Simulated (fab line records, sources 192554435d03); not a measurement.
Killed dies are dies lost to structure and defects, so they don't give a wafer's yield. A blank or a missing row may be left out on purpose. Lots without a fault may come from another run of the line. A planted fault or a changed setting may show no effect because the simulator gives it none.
Chamber matching | flow n5_finfet | N5_GATE_CUT_PECVD_57 on pecvd-03: 3 sister chambers
The step deposits SiNx from SiH4/NH3/N2, target thk 21 nm. 3 wafers are shown with their chamber, then 7 later ones without.

WAFERS WITH THEIR CHAMBER
wafer  | chamber | throttle_valve_pct (%)
L086.3 | 0       | 41.7
L089.5 | 2       | 38.9
L090.5 | 1       | 39.7

WAFERS WITHOUT THEIR CHAMBER
wafer  | throttle_valve_pct (%)
L090.6 | 41.8
L096.2 | 39.2
L096.4 | 41.4
L096.5 | 39.6
L097.1 | 39.2
L097.2 | 40.0
L097.5 | 39.0

WHICH CHAMBER EACH WENT THROUGH
wafer  | from the rows above     | in truth
L090.6 | 0                       | 0
L096.2 | can't be placed: 2 or 1 | 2
L096.4 | 0                       | 0
L096.5 | 1                       | 1
L097.1 | can't be placed: 2 or 1 | 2
L097.2 | 1                       | 1
L097.5 | 2                       | 2
Placed correctly: 5 of 7. Can't be placed from these rows: 2 (the true chamber is among the candidates in 2). Placed wrongly: 0.
How it was worked out, from the rows above alone: a wafer's distance from a chamber is the root of the sum, over the readings, of the square of ((its reading less the chamber's mean) divided by the reading's scatter). The wafer belongs to the nearest chamber; if the next one is less than 2 further off, it can't be placed. A chamber's mean is the mean of its shown wafers. The scatter: with one shown wafer a chamber, the root of the mean of the squares of how far each hidden wafer lies from its nearest shown one.
